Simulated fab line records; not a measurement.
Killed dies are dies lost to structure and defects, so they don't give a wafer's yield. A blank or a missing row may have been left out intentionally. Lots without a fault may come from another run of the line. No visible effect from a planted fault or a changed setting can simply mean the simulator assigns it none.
Split-lot trial -- flow n5Finfet -- 7 lots, 21 wafers read, on a route of 1938 steps

ABOUT THE SPLIT
At N5_MOL_CONTACT_COAG_CMP_23 (polishes, stops on SiO2, t overpolish 1.5 s, target thk 0 nm), the setting downForcePsi was moved away from the recipe's 2 psi on 7 of the 21 wafers read, by -7.3% to +20.8%. The other wafers ran this setting at the recipe's value.

FROM THE SPLIT TO THE READING: what the file shows between them, 4 steps
- N5_MOL_CONTACT_COAG_WET_ETCH_26: target Co, target depth 13 nm
- N5_MOL_CONTACT_COAG_WET_ETCH_116: etches the open film in SC1-inhibited, target depth 4.6 nm, rinse time 30 s
- N5_MOL_CONTACT_COAG_ALD_27: deposits SiOC, target thk 17 nm, pulse time 1.5 s, time 2720 s (also split here: aldCycles)
- N5_MOL_CONTACT_COAG_CMP_28: polishes, stops on SiNx, t overpolish 0.85 s, target thk 14.522 nm

THE READING
MD_CAP_THK in nanometres, read at N5_MOL_CONTACT_COAG_THK_MEAS_29. A value of 17.93 nm with a standard deviation of 0.072 nm is what fault-free wafers of this fab line usually give.

wafer,"tool, chamber at the split","downForcePsi as run, psi",against the recipe,"MD_CAP_THK, nm",against lot-mates on the recipe
L076.1,"cmp-04, 3",2.262,+13.1%,17.66,-0.22
L076.4,"cmp-04, 1,0",2,recipe,17.94,-
L076.5,"cmp-04, 1,0",2,recipe,17.83,-
L079.3,"cmp-01, 1,2",1.854,-7.3%,18.00,+0.08
L079.4,"cmp-01, 1,2",1.854,-7.3%,18.09,+0.17
L079.6,"cmp-01, 0",2,recipe,17.92,-
L080.4,"cmp-01, 2,0,1",2,recipe,17.78,-
L080.5,"cmp-01, 2,0,1",2,recipe,17.94,-
L080.6,"cmp-01, 2,0,1",2,recipe,17.96,-
L084.1,"cmp-01, 0,1",1.862,-6.9%,18.08,+0.12
L084.4,"cmp-01, 0,1",1.862,-6.9%,18.12,+0.16
L084.5,"cmp-01, 3",2,recipe,17.96,-
L090.1,"cmp-02, 2",2.363,+18.1%,17.62,-0.30
L090.2,"cmp-02, 1,3",2,recipe,17.91,-
L090.4,"cmp-02, 1,3",2,recipe,17.94,-
L095.1,"cmp-02, 0,1,2",2,recipe,17.89,-
L095.2,"cmp-02, 0,1,2",2,recipe,17.93,-
L095.4,"cmp-02, 0,1,2",2,recipe,17.90,-
L097.1,"cmp-01, 1,3",2,recipe,17.96,-
L097.5,"cmp-01, 1,3",2,recipe,17.93,-
L097.6,"cmp-01, 2",2.416,+20.8%,17.49,-0.46
Rows listing several chambers each stand for several wafers; the file does not say which wafer went through which chamber.

THE FIT
A straight line over all 21 wafers: MD_CAP_THK changes by -0.0195 nm for each +1% of downForcePsi; r = -0.95; the points scatter about the line by 0.05 nm.
The same after taking each lot's own level away (the mean of its wafers on the recipe; 21 wafers): -0.0191 nm for each +1%; r = -0.96; scatter 0.045 nm.
According to that fit, moving downForcePsi by its largest amount changes the reading by 0.4 nm.
Across the lots, their own levels run from 17.885 to 17.960 nm, a range of 1.0 times the standard deviation given above.
The two slopes are in agreement: the lot-to-lot level therefore moves the slope only a little.
Check: for one of the wafers moved furthest among these (+20.8%), held out of the fit, the line's prediction against its lot-mates is -0.36 nm. It came out at -0.455 nm against them.

ADDITIONAL SPLITS CARRIED BY THESE WAFERS
These wafers also went through other splits before the reading. Each is held against what the fit with the lots' levels taken away leaves over:
other split on the same wafers,wafers away from the commonest value,r with MD_CAP_THK (lot level and that fit taken away)
N5_SDB_COAT_03 spinRpm,9,+0.10
N5_HKMG_FIN_ETCH_54 sourceW,6,-0.05
N5_HKMG_FIN_ETCH_58 biasW,4,+0.09
N5_MOL_CONTACT_COAG_ALD_27 aldCycles,7,-0.11

THE WHOLE CHAIN: every reading that the file lists as answering this split, in the file's order
step,what it does,reading,change (the file's fit),r (the file's)
N5_MOL_CONTACT_COAG_WET_ETCH_116,"etches the open film in SC1-inhibited, target depth 4.6 nm, rinse time 30 s","SiNx_of_GATE_CUT_SAC_CAP_01.thkNm (the simulator's own value, which no gauge read)",-0.0196 nm for each +1% of the setting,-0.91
N5_MOL_CONTACT_COAG_THK_MEAS_29,,MD_CAP_THK,-0.0194 for each +1% of the setting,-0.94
N5_MOL_CONTACT_COAG_ETCH_47,"etches SiNx in CH3F/O2, stops on W, target depth 27 nm","etch.depthNm (the simulator's own value, which no gauge read)",-0.0192 nm for each +1% of the setting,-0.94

THE FILE'S OWN FIT
MD_CAP_THK changes by -0.0194 nm for each +1% of downForcePsi, r = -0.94.
